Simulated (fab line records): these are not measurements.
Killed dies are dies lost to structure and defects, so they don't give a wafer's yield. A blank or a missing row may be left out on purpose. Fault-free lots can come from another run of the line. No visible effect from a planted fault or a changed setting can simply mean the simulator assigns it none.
Matching of chambers ; flow n5-finfet ; uv-cure-03 running N5_BEOL_M10_CURE_72: 3 sister chambers
The step cures SiCOH lowk, time 120 s. 20 wafers are shown with their chamber, then 10 later ones without.

## WAFERS PAIRED WITH THEIR CHAMBERS
wafer;chamber;wafer_temp_C_max;lamp-power-pct (%)
L075.2;2;371.4;52.25
L075.5;2;371.9;52.23
L075.6;2;372.1;52.24
L078.2;1;371.4;52.34
L078.3;1;372.1;52.24
L078.4;1;372.0;52.37
L082.1;1;372.1;52.15
L082.4;1;371.4;52.28
L082.5;1;372.5;52.36
L083.1;1;371.9;52.35
L083.4;1;371.6;52.24
L083.6;1;371.9;52.27
L084.1;2;371.7;52.30
L084.3;2;371.3;52.29
L084.4;2;371.7;52.20
L085.3;1;371.0;52.33
L085.5;1;371.0;52.27
L085.6;1;371.4;52.23
L090.3;0;372.5;52.34
L090.4;0;373.4;52.30

SIGNATURES, as means of the wafers listed above
reading;chamber 0;chamber 1;chamber 2;scatter within a chamber
wafer_temp_C_max;372.950;371.692;371.683;0.437
lamp-power-pct;52.3200;52.2858;52.2517;0.0573
Rule: for each reading, subtract the chamber's mean from the wafer's reading, divide by that reading's scatter and square the result; add these up over the readings and take the root, which gives the wafer's distance from the chamber. The wafer belongs to the nearest chamber; if the next one is less than 2 further off, it can't be placed. The scatter: take each reading less its chamber's mean, square it, sum over the shown wafers, divide by the number of wafers less the number of chambers, and take the root.

## WAFERS WHOSE CHAMBER IS MISSING
wafer;wafer_temp_C_max;lamp-power-pct (%)
L090.6;372.1;52.19
L091.1;372.7;52.32
L091.4;372.4;52.27
L091.6;371.9;52.34
L091.2;372.6;52.32
L091.3;373.6;52.28
L091.5;371.6;52.23
L093.4;371.6;52.32
L093.5;371.5;52.38
L093.6;371.7;52.28

## WHICH CHAMBER EACH ONE RAN IN
wafer;from the rows above;in truth
L090.6;can't be placed: 2 or 1 or 0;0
L091.1;can't be placed: 0 or 1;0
L091.4;can't be placed: 0 or 1 or 2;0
L091.6;can't be placed: 1 or 2 or 0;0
L091.2;can't be placed: 0 or 1 or 2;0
L091.3;0;0
L091.5;can't be placed: 2 or 1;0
L093.4;can't be placed: 1 or 2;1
L093.5;can't be placed: 1 or 2 or 0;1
L093.6;can't be placed: 1 or 2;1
Placed correctly: 1 of 10. These rows do not allow placing 9 (true chamber among the candidates in 8). Placed wrongly: 0.
